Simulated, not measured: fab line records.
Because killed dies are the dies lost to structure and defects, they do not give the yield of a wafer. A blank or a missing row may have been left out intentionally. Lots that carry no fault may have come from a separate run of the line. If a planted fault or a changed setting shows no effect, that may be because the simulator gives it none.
Chamber matching / flow n5_finfet / N5_BEOL_M0_ALD_136 on ald_metal-03 has 4 sister chambers
The step deposits TaN, pulse time 2 s, purge time 3 s, co reactant purge time 2 s. 16 wafers are shown with their chamber, then 8 later ones without.

## WAFERS, EACH WITH ITS CHAMBER
wafer=L076.1; chamber=3; heater_power_w (W)=331; mfc_carrier_sccm (sccm)=1498; susceptor_temp_C (C)=274.98
wafer=L076.2; chamber=1; heater_power_w (W)=493; mfc_carrier_sccm (sccm)=1500; susceptor_temp_C (C)=274.97
wafer=L076.5; chamber=3; heater_power_w (W)=333; mfc_carrier_sccm (sccm)=1496; susceptor_temp_C (C)=274.87
wafer=L079.1; chamber=3; heater_power_w (W)=331; mfc_carrier_sccm (sccm)=1491; susceptor_temp_C (C)=274.97
wafer=L079.3; chamber=1; heater_power_w (W)=486; mfc_carrier_sccm (sccm)=1501; susceptor_temp_C (C)=275.06
wafer=L079.5; chamber=2; heater_power_w (W)=486; mfc_carrier_sccm (sccm)=1506; susceptor_temp_C (C)=274.66
wafer=L082.1; chamber=0; heater_power_w (W)=412; mfc_carrier_sccm (sccm)=1508; susceptor_temp_C (C)=275.08
wafer=L082.4; chamber=2; heater_power_w (W)=483; mfc_carrier_sccm (sccm)=1498; susceptor_temp_C (C)=274.86
wafer=L082.5; chamber=1; heater_power_w (W)=483; mfc_carrier_sccm (sccm)=1496; susceptor_temp_C (C)=274.60
wafer=L084.2; chamber=1; heater_power_w (W)=476; mfc_carrier_sccm (sccm)=1502; susceptor_temp_C (C)=275.04
wafer=L084.5; chamber=1; heater_power_w (W)=483; mfc_carrier_sccm (sccm)=1503; susceptor_temp_C (C)=275.27
wafer=L084.6; chamber=2; heater_power_w (W)=480; mfc_carrier_sccm (sccm)=1503; susceptor_temp_C (C)=275.19
wafer=L085.2; chamber=0; heater_power_w (W)=424; mfc_carrier_sccm (sccm)=1504; susceptor_temp_C (C)=274.78
wafer=L085.3; chamber=1; heater_power_w (W)=482; mfc_carrier_sccm (sccm)=1504; susceptor_temp_C (C)=275.30
wafer=L085.5; chamber=3; heater_power_w (W)=338; mfc_carrier_sccm (sccm)=1499; susceptor_temp_C (C)=274.94
wafer=L089.1; chamber=1; heater_power_w (W)=489; mfc_carrier_sccm (sccm)=1496; susceptor_temp_C (C)=274.86

SIGNATURES, as means of the wafers listed above
reading=heater_power_w; chamber 0=418.00; chamber 1=484.57; chamber 2=483.00; chamber 3=333.25; scatter within a chamber=5
reading=mfc_carrier_sccm; chamber 0=1506.00; chamber 1=1500.29; chamber 2=1502.33; chamber 3=1496.00; scatter within a chamber=3.42
reading=susceptor_temp_C; chamber 0=274.9300; chamber 1=275.0143; chamber 2=274.9033; chamber 3=274.9400; scatter within a chamber=0.213
Rule: a wafer's distance from a chamber is the root of the sum, over the readings, of the square of ((its reading less the chamber's mean) divided by the reading's scatter). The wafer belongs to the nearest chamber; if the next one is less than 2 further off, it can't be placed. The scatter is the square root of a quotient: the sum, over the shown wafers, of each reading's squared deviation from its chamber's mean, divided by wafers minus chambers.

## WAFERS WITH NO CHAMBER GIVEN
wafer=L089.3; heater_power_w (W)=474; mfc_carrier_sccm (sccm)=1495; susceptor_temp_C (C)=275.07
wafer=L089.5; heater_power_w (W)=470; mfc_carrier_sccm (sccm)=1501; susceptor_temp_C (C)=275.00
wafer=L091.1; heater_power_w (W)=413; mfc_carrier_sccm (sccm)=1509; susceptor_temp_C (C)=275.04
wafer=L091.4; heater_power_w (W)=480; mfc_carrier_sccm (sccm)=1509; susceptor_temp_C (C)=275.24
wafer=L091.5; heater_power_w (W)=487; mfc_carrier_sccm (sccm)=1489; susceptor_temp_C (C)=275.20
wafer=L094.1; heater_power_w (W)=472; mfc_carrier_sccm (sccm)=1501; susceptor_temp_C (C)=275.29
wafer=L094.2; heater_power_w (W)=329; mfc_carrier_sccm (sccm)=1502; susceptor_temp_C (C)=275.11
wafer=L094.4; heater_power_w (W)=420; mfc_carrier_sccm (sccm)=1507; susceptor_temp_C (C)=275.18

## WHICH CHAMBER EACH WENT THROUGH
wafer=L089.3; from the rows above=can't be placed: 1 or 2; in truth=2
wafer=L089.5; from the rows above=can't be placed: 2 or 1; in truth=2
wafer=L091.1; from the rows above=0; in truth=0
wafer=L091.4; from the rows above=can't be placed: 2 or 1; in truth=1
wafer=L091.5; from the rows above=can't be placed: 1 or 2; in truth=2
wafer=L094.1; from the rows above=can't be placed: 1 or 2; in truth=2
wafer=L094.2; from the rows above=3; in truth=3
wafer=L094.4; from the rows above=0; in truth=0
3 of 8 placed correctly. Unplaceable from these rows: 5, with the true chamber sitting among the candidates in 5. Number placed wrongly: 0.
